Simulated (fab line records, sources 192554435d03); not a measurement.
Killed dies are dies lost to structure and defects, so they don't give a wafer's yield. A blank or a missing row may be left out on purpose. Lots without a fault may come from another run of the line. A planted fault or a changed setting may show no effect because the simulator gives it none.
Which tool did it? | flow n5_finfet | 23 lots, 69 wafers sampled, at 6 steps of a route of 1938

WHAT THE GAUGES READ, wafer by wafer
The record holds no reading of a measuring or inspecting step that can be judged against a usual standard deviation.

WHICH TOOL RAN EACH LOT (tool, then ch and the chambers of the sampled wafers, then the start)
lot  | N5_BEOL_M1_ANNEAL_51             | N5_BEOL_M2_DEGAS_44          | N5_BEOL_M2_SPUTTER_48        | N5_BEOL_M3_ETCH_63                 | N5_BEOL_M3_HM_OPEN_17             | N5_BEOL_M3_STRIP_19
L074 | rtp_anneal-01 ch 0, day 6 12:36  | pvd_sputter-01, day 6 20:45  | pvd_sputter-03, day 6 21:20  | rie_diel-03 ch 0,2, day 7 01:29    | rie_metal-02 ch 0, day 7 01:44    | rie_diel-01 ch 1,2,3, day 7 01:53
L075 | rtp_anneal-02 ch 0, day 6 23:14  | pvd_sputter-02, day 7 06:07  | pvd_sputter-01, day 7 08:20  | rie_diel-03 ch 0,2, day 7 13:52    | rie_metal-02 ch 0,1, day 7 14:09  | rie_diel-02 ch 0,1,2, day 7 14:28
L077 | rtp_anneal-02 ch 0, day 7 01:14  | pvd_sputter-02, day 7 10:24  | pvd_sputter-03, day 7 11:25  | rie_diel-01 ch 1,2, day 7 15:19    | rie_metal-02 ch 0,1, day 7 15:31  | rie_diel-01 ch 0,3, day 7 15:54
L076 | rtp_anneal-01 ch 0, day 7 10:36  | pvd_sputter-02, day 7 21:40  | pvd_sputter-03, day 7 22:18  | rie_diel-01 ch 0,1,3, day 8 04:17  | rie_metal-01 ch 0,1, day 8 04:29  | rie_diel-02 ch 1,2, day 8 04:36
L078 | rtp_anneal-02 ch 0, day 7 13:43  | pvd_sputter-02, day 8 00:49  | pvd_sputter-03, day 8 01:36  | rie_diel-01 ch 1,2,3, day 8 06:57  | rie_metal-01 ch 0,1, day 8 07:09  | rie_diel-02 ch 1,2,3, day 8 07:16
L079 | rtp_anneal-02 ch 0, day 7 15:24  | pvd_sputter-01, day 8 03:36  | pvd_sputter-01, day 8 04:13  | rie_diel-02 ch 0,1, day 8 07:53    | rie_metal-03 ch 0,1, day 8 08:07  | rie_diel-03 ch 1,2,3, day 8 08:13
L080 | rtp_anneal-01 ch 0, day 7 16:15  | pvd_sputter-03, day 8 04:28  | pvd_sputter-03, day 8 05:05  | rie_diel-02 ch 0,1,3, day 8 10:22  | rie_metal-03 ch 0,1, day 8 10:33  | rie_diel-02 ch 0,2,3, day 8 10:52
L081 | rtp_anneal-01 ch 0, day 8 03:10  | pvd_sputter-03, day 8 10:20  | pvd_sputter-03, day 8 11:20  | rie_diel-01 ch 1,3, day 8 14:59    | rie_metal-01 ch 0,1, day 8 15:11  | rie_diel-02 ch 0,1, day 8 15:17
L082 | rtp_anneal-02 ch 0, day 8 14:20  | pvd_sputter-02, day 9 00:19  | pvd_sputter-03, day 9 00:59  | rie_diel-02 ch 0,1,3, day 9 05:21  | rie_metal-02 ch 0,1, day 9 05:35  | rie_diel-03 ch 0,3, day 9 05:40
L083 | rtp_anneal-02 ch 0, day 8 17:11  | pvd_sputter-02, day 9 00:35  | pvd_sputter-01, day 9 01:13  | rie_diel-03 ch 0,1, day 9 05:26    | rie_metal-03 ch 1, day 9 05:43    | rie_diel-03 ch 0,3, day 9 05:49
L084 | rtp_anneal-01 ch 0, day 9 00:22  | pvd_sputter-01, day 9 07:22  | pvd_sputter-02, day 9 07:59  | rie_diel-02 ch 1,3, day 9 12:36    | rie_metal-02 ch 1, day 9 12:48    | rie_diel-03 ch 0,1,3, day 9 13:02
L085 | rtp_anneal-02 ch 0, day 9 06:59  | pvd_sputter-01, day 10 03:53 | pvd_sputter-03, day 10 04:30 | rie_diel-01 ch 0,1,3, day 10 09:03 | rie_metal-03 ch 0,1, day 10 09:14 | rie_diel-03 ch 0,1,3, day 10 09:21
L086 | rtp_anneal-01 ch 0, day 9 09:56  | pvd_sputter-03, day 10 03:59 | pvd_sputter-03, day 10 06:20 | rie_diel-01 ch 0,1,2, day 10 11:18 | rie_metal-02 ch 1, day 10 11:31   | rie_diel-01 ch 0,3, day 10 11:41
L087 | rtp_anneal-01 ch 0, day 10 08:37 | pvd_sputter-03, day 11 06:45 | pvd_sputter-02, day 11 07:28 | rie_diel-02 ch 0,3, day 11 11:35   | rie_metal-02 ch 0,1, day 11 11:47 | rie_diel-02 ch 0,2,3, day 11 11:54
L089 | rtp_anneal-01 ch 0, day 10 11:56 | pvd_sputter-02, day 11 10:25 | pvd_sputter-02, day 11 11:02 | rie_diel-02 ch 0,1, day 11 16:07   | rie_metal-01 ch 0,1, day 11 16:19 | rie_diel-02 ch 0,2, day 11 16:26
L090 | rtp_anneal-02 ch 0, day 10 12:52 | pvd_sputter-02, day 11 10:49 | pvd_sputter-03, day 11 11:29 | rie_diel-03 ch 0,1,2, day 11 16:14 | rie_metal-03 ch 1, day 11 16:26   | rie_diel-01 ch 0,1, day 11 16:38
L091 | rtp_anneal-01 ch 0, day 10 23:46 | pvd_sputter-03, day 11 16:00 | pvd_sputter-02, day 11 18:13 | rie_diel-03 ch 0,2,3, day 11 23:20 | rie_metal-01 ch 0,1, day 11 23:32 | rie_diel-03 ch 1,2,3, day 11 23:38
L092 | rtp_anneal-02 ch 0, day 11 09:15 | pvd_sputter-02, day 11 22:59 | pvd_sputter-02, day 11 23:35 | rie_diel-01 ch 0,2,3, day 12 04:57 | rie_metal-02 ch 0,1, day 12 05:08 | rie_diel-03 ch 0,1,2, day 12 05:18
L093 | rtp_anneal-01 ch 0, day 11 18:59 | pvd_sputter-02, day 12 11:40 | pvd_sputter-02, day 12 14:04 | rie_diel-01 ch 2,3, day 12 18:32   | rie_metal-01 ch 0,1, day 12 18:44 | rie_diel-03 ch 1,2, day 12 19:03
L095 | rtp_anneal-01 ch 0, day 11 22:10 | pvd_sputter-02, day 12 08:20 | pvd_sputter-02, day 12 09:28 | rie_diel-02 ch 0,2,3, day 12 14:31 | rie_metal-01 ch 0,1, day 12 14:43 | rie_diel-02 ch 0,1,2, day 12 14:50
L094 | rtp_anneal-01 ch 0, day 12 00:08 | pvd_sputter-02, day 12 19:40 | pvd_sputter-02, day 12 20:18 | rie_diel-01 ch 0,3, day 13 02:07   | rie_metal-03 ch 0, day 13 02:19   | rie_diel-01 ch 1,3, day 13 02:26
L096 | rtp_anneal-02 ch 0, day 12 07:20 | pvd_sputter-02, day 12 23:10 | pvd_sputter-01, day 12 23:52 | rie_diel-03 ch 0,1,3, day 13 07:02 | rie_metal-01 ch 0,1, day 13 07:15 | rie_diel-01 ch 0,1,2, day 13 07:22
L097 | rtp_anneal-01 ch 0, day 12 08:25 | pvd_sputter-02, day 12 19:07 | pvd_sputter-03, day 12 19:43 | rie_diel-02 ch 0,2,3, day 13 00:15 | rie_metal-01 ch 0,1, day 13 00:27 | rie_diel-01 ch 1,2, day 13 00:34
- N5_BEOL_M1_ANNEAL_51: time 90 s.
- N5_BEOL_M2_DEGAS_44: time 60 s.
- N5_BEOL_M2_SPUTTER_48: material Cu, target thk 4.5 nm, time 8.29 s.
- N5_BEOL_M3_ETCH_63: etches SiARC in CF4, target depth 15.6 nm, time 26 s.
- N5_BEOL_M3_HM_OPEN_17: chemistry Cl2/BCl3, target TiN, target depth 20 nm, overetch 6 nm.
- N5_BEOL_M3_STRIP_19: strips in O2.

WHAT THE TOOLS THEMSELVES READ (means of the sampled wafers that have a number; where no wafer has one, the mark that the record gives instead)
N5_BEOL_M1_ANNEAL_51.
lot  | tool          | wafer_temp_C_max
L074 | rtp_anneal-01 | 226.02
L075 | rtp_anneal-02 | 226.21
L077 | rtp_anneal-02 | 226.01
L076 | rtp_anneal-01 | 226.24
L078 | rtp_anneal-02 | 225.92
L079 | rtp_anneal-02 | 226.22
L080 | rtp_anneal-01 | 226.45
L081 | rtp_anneal-01 | 226.30
L082 | rtp_anneal-02 | 226.20
L083 | rtp_anneal-02 | 225.97
L084 | rtp_anneal-01 | 226.13
L085 | rtp_anneal-02 | 225.80
L086 | rtp_anneal-01 | 226.02
L087 | rtp_anneal-01 | 226.18
L089 | rtp_anneal-01 | 226.40
L090 | rtp_anneal-02 | 225.82
L091 | rtp_anneal-01 | 226.70
L092 | rtp_anneal-02 | 225.77
L093 | rtp_anneal-01 | 226.46
L095 | rtp_anneal-01 | 226.15
L094 | rtp_anneal-01 | 226.57
L096 | rtp_anneal-02 | 225.96
L097 | rtp_anneal-01 | 226.21

N5_BEOL_M2_DEGAS_44.
lot  | tool           | heater_power_w (W) | susceptor_temp_C (C)
L074 | pvd_sputter-01 | 303                | 249.87
L075 | pvd_sputter-02 | 342                | 249.98
L077 | pvd_sputter-02 | 347                | 250.01
L076 | pvd_sputter-02 | 330                | 250.10
L078 | pvd_sputter-02 | 359                | 250.06
L079 | pvd_sputter-01 | 315                | 250.21
L080 | pvd_sputter-03 | 325                | 249.88
L081 | pvd_sputter-03 | 339                | 249.84
L082 | pvd_sputter-02 | 333                | 250.15
L083 | pvd_sputter-02 | 325                | 249.99
L084 | pvd_sputter-01 | 308                | 250.19
L085 | pvd_sputter-01 | 306                | 249.96
L086 | pvd_sputter-03 | 325                | 250.26
L087 | pvd_sputter-03 | 337                | 250.01
L089 | pvd_sputter-02 | 338                | 249.97
L090 | pvd_sputter-02 | 344                | 249.98
L091 | pvd_sputter-03 | 343                | 250.00
L092 | pvd_sputter-02 | 350                | 250.06
L093 | pvd_sputter-02 | 355                | 250.03
L095 | pvd_sputter-02 | 337                | 250.05
L094 | pvd_sputter-02 | 331                | 249.78
L096 | pvd_sputter-02 | 334                | 249.86
L097 | pvd_sputter-02 | 328                | 250.01

N5_BEOL_M2_SPUTTER_48.
lot  | tool           | chamber_pressure_pa (Pa) | susceptor_temp_C (C) | throttle_valve_pct (%)
L074 | pvd_sputter-03 | 0.07001                  | -20.05               | 30.4
L075 | pvd_sputter-01 | 0.07001                  | -19.98               | 30.2
L077 | pvd_sputter-03 | 0.06993                  | -20.08               | 30.4
L076 | pvd_sputter-03 | 0.07003                  | -19.97               | 30.7
L078 | pvd_sputter-03 | 0.06999                  | -20.01               | 30.5
L079 | pvd_sputter-01 | 0.07012                  | -19.97               | 29.7
L080 | pvd_sputter-03 | 0.07005                  | -20.04               | 30.7
L081 | pvd_sputter-03 | 0.06999                  | -20.06               | 30.7
L082 | pvd_sputter-03 | 0.06987                  | -20.03               | 29.6
L083 | pvd_sputter-01 | 0.07005                  | -20.08               | 30.7
L084 | pvd_sputter-02 | 0.06999                  | -19.98               | 30.4
L085 | pvd_sputter-03 | 0.06996                  | -20.02               | 30.7
L086 | pvd_sputter-03 | 0.07007                  | -19.99               | 29.9
L087 | pvd_sputter-02 | 0.07000                  | -20.04               | 29.9
L089 | pvd_sputter-02 | 0.06996                  | -19.89               | 30.6
L090 | pvd_sputter-03 | 0.07008                  | -20.01               | 30.8
L091 | pvd_sputter-02 | 0.07015                  | -20.01               | 30.4
L092 | pvd_sputter-02 | 0.07007                  | -20.02               | 30.3
L093 | pvd_sputter-02 | 0.07006                  | -20.03               | 29.9
L095 | pvd_sputter-02 | 0.07009                  | -19.96               | 30.5
L094 | pvd_sputter-02 | 0.07006                  | -19.97               | 30.5
L096 | pvd_sputter-01 | 0.07006                  | -20.01               | 30.1
L097 | pvd_sputter-03 | 0.06990                  | -20.03               | 30.6

N5_BEOL_M3_ETCH_63.
lot  | tool        | drypump_motor_current_A (A) | etch_rf_on_time_s (s) | oes_product_au (a.u.) | rf_vpp_V (V) | showerhead_plenum_p_Torr (Torr) | throttle_valve_pct (%)
L074 | rie_diel-03 | 5.7                         | 26.0                  | 0.67                  | 183.7        | 2.14                            | 15.54
L075 | rie_diel-03 | 5.7                         | 26.4                  | 0.66                  | 185.1        | 2.14                            | 15.54
L077 | rie_diel-01 | 6.0                         | 26.2                  | 0.73                  | 184.2        | 2.14                            | 15.67
L076 | rie_diel-01 | 6.1                         | 26.8                  | 0.73                  | 184.4        | 2.15                            | 15.58
L078 | rie_diel-01 | 6.0                         | 26.6                  | 0.66                  | 183.6        | 2.15                            | 15.73
L079 | rie_diel-02 | 6.0                         | 26.3                  | 0.67                  | 183.2        | 2.10                            | 15.76
L080 | rie_diel-02 | 6.1                         | 25.9                  | 0.67                  | 182.5        | 2.10                            | 15.58
L081 | rie_diel-01 | 6.0                         | 27.1                  | 0.70                  | 183.4        | 2.12                            | 15.68
L082 | rie_diel-02 | 6.1                         | 26.2                  | 0.66                  | 184.1        | 2.10                            | 15.59
L083 | rie_diel-03 | 5.6                         | 26.9                  | 0.76                  | 183.7        | 2.11                            | 15.37
L084 | rie_diel-02 | 5.7                         | 26.6                  | 0.62                  | 182.3        | 2.06                            | 15.87
L085 | rie_diel-01 | 6.1                         | 26.5                  | 0.71                  | 184.0        | 2.14                            | 15.60
L086 | rie_diel-01 | 6.1                         | 25.7                  | 0.72                  | 183.5        | 2.17                            | 15.59
L087 | rie_diel-02 | 6.4                         | 26.1                  | 0.69                  | 184.6        | 2.14                            | 15.37
L089 | rie_diel-02 | 6.4                         | 25.8                  | 0.69                  | 185.0        | 2.14                            | 15.55
L090 | rie_diel-03 | 5.9                         | 26.1                  | 0.68                  | 184.0        | 2.11                            | 15.52
L091 | rie_diel-03 | 6.1                         | 25.8                  | 0.62                  | 184.3        | 2.15                            | 15.67
L092 | rie_diel-01 | 6.1                         | 26.1                  | 0.65                  | 183.3        | 2.17                            | 15.67
L093 | rie_diel-01 | 6.0                         | 26.2                  | 0.60                  | 184.2        | 2.18                            | 15.83
L095 | rie_diel-02 | 6.1                         | 25.4                  | 0.73                  | 184.0        | 2.16                            | 15.50
L094 | rie_diel-01 | 6.0                         | 26.8                  | 0.64                  | 184.0        | 2.15                            | 15.67
L096 | rie_diel-03 | 5.8                         | 26.5                  | 0.66                  | 184.9        | 2.14                            | 15.57
L097 | rie_diel-02 | 6.1                         | 25.6                  | 0.72                  | 184.5        | 2.16                            | 15.51

N5_BEOL_M3_HM_OPEN_17.
lot  | tool         | drypump_motor_current_A (A) | oes_ar_750_au (a.u.) | oes_product_au (a.u.) | throttle_valve_pct (%)
L074 | rie_metal-02 | 5.29                        | 0.61                 | 0.52                  | 22.44
L075 | rie_metal-02 | 5.61                        | 0.87                 | 0.73                  | 22.33
L077 | rie_metal-02 | 5.46                        | 0.73                 | 0.63                  | 22.39
L076 | rie_metal-01 | 5.69                        | 0.95                 | 0.79                  | 22.67
L078 | rie_metal-01 | 5.56                        | 0.90                 | 0.77                  | 22.56
L079 | rie_metal-03 | 5.65                        | 0.69                 | 0.60                  | 22.40
L080 | rie_metal-03 | 5.77                        | 0.65                 | 0.58                  | 22.48
L081 | rie_metal-01 | 5.68                        | 0.93                 | 0.79                  | 22.66
L082 | rie_metal-02 | 5.62                        | 0.83                 | 0.70                  | 22.34
L083 | rie_metal-03 | 5.47                        | 0.74                 | 0.64                  | 22.30
L084 | rie_metal-02 | 5.82                        | 0.93                 | 0.78                  | 22.31
L085 | rie_metal-03 | 5.64                        | 0.68                 | 0.60                  | 22.40
L086 | rie_metal-02 | 5.82                        | 0.92                 | 0.77                  | 22.29
L087 | rie_metal-02 | 5.46                        | 0.92                 | 0.79                  | 22.11
L089 | rie_metal-01 | 5.69                        | 0.91                 | 0.75                  | 22.68
L090 | rie_metal-03 | 5.49                        | 0.72                 | 0.62                  | 22.32
L091 | rie_metal-01 | 5.67                        | 0.90                 | 0.75                  | 22.69
L092 | rie_metal-02 | 5.45                        | 0.92                 | 0.78                  | 22.12
L093 | rie_metal-01 | 5.54                        | 0.86                 | 0.73                  | 22.58
L095 | rie_metal-01 | 5.71                        | 0.90                 | 0.74                  | 22.70
L094 | rie_metal-03 | 5.98                        | 0.97                 | 0.83                  | 22.28
L096 | rie_metal-01 | 5.54                        | 0.86                 | 0.71                  | 22.60
L097 | rie_metal-01 | 5.68                        | 0.89                 | 0.75                  | 22.67

N5_BEOL_M3_STRIP_19.
lot  | tool        | drypump_motor_current_A (A) | oes_product_au (a.u.) | rf_vpp_V (V) | showerhead_plenum_p_Torr (Torr) | throttle_valve_pct (%)
L074 | rie_diel-01 | 5.9                         | 0.79                  | 3.5          | 2.10                            | 16.70
L075 | rie_diel-02 | 6.0                         | 0.77                  | 3.5          | 2.04                            | 16.80
L077 | rie_diel-01 | 6.0                         | 0.81                  | 3.5          | 2.08                            | 16.48
L076 | rie_diel-02 | 5.8                         | 0.71                  | 3.5          | 2.00                            | 17.08
L078 | rie_diel-02 | 5.7                         | 0.71                  | 3.8          | 1.99                            | 16.84
L079 | rie_diel-03 | 6.3                         | 0.80                  | 3.7          | 2.11                            | 16.66
L080 | rie_diel-02 | 6.1                         | 0.76                  | 3.8          | 2.03                            | 16.57
L081 | rie_diel-02 | 6.0                         | 0.79                  | 3.0          | 2.06                            | 16.87
L082 | rie_diel-03 | 5.6                         | 0.76                  | 3.4          | 2.14                            | 16.71
L083 | rie_diel-03 | 5.7                         | 0.76                  | 3.3          | 2.14                            | 16.72
L084 | rie_diel-03 | 5.8                         | 0.81                  | 3.4          | 2.11                            | 16.62
L085 | rie_diel-03 | 5.8                         | 0.80                  | 3.9          | 2.11                            | 16.63
L086 | rie_diel-01 | 6.0                         | 0.78                  | 3.8          | 2.07                            | 16.52
L087 | rie_diel-02 | 6.0                         | 0.85                  | 3.6          | 2.11                            | 16.45
L089 | rie_diel-02 | 6.0                         | 0.93                  | 3.6          | 2.19                            | 16.50
L090 | rie_diel-01 | 6.2                         | 0.90                  | 4.2          | 2.09                            | 16.38
L091 | rie_diel-03 | 6.3                         | 0.77                  | 3.7          | 2.10                            | 16.70
L092 | rie_diel-03 | 5.9                         | 0.79                  | 3.4          | 2.08                            | 16.68
L093 | rie_diel-03 | 6.3                         | 0.76                  | 3.6          | 2.07                            | 16.75
L095 | rie_diel-02 | 6.0                         | 0.84                  | 3.1          | 2.12                            | 16.71
L094 | rie_diel-01 | 6.0                         | 0.81                  | 3.6          | 2.05                            | 16.76
L096 | rie_diel-01 | 6.1                         | 0.82                  | 3.3          | 2.10                            | 16.62
L097 | rie_diel-01 | 6.1                         | 0.81                  | 3.4          | 2.08                            | 16.80

THE ANSWER, worked out from the rows above alone
Rule: what is usual is taken from the lots themselves. Put in order of their means at a reading, lots are off if they are a third of the lots or fewer, leave a main group of 4 or more, and stand apart from it by a gap of 3 or more times the standard deviation of the main group's means; of several such gaps the widest counts. A main group whose means are all the same, to the digits that the tables above print for the reading, isn't used. A lot without any number at a reading at which 4 lots or more have one is off too. The other lots that the step has rows for count as sound. The gauges are gone through in route order, then the tools' own readings, and for those a lot's mean is taken as printed above. The first step at which some lot is off is used, and at that step the reading that is off furthest; a lot without a number counts as furthest.
No lot is off at any reading shown: from this, nothing can be told.

WHAT THE SIMULATOR HAD PUT IN
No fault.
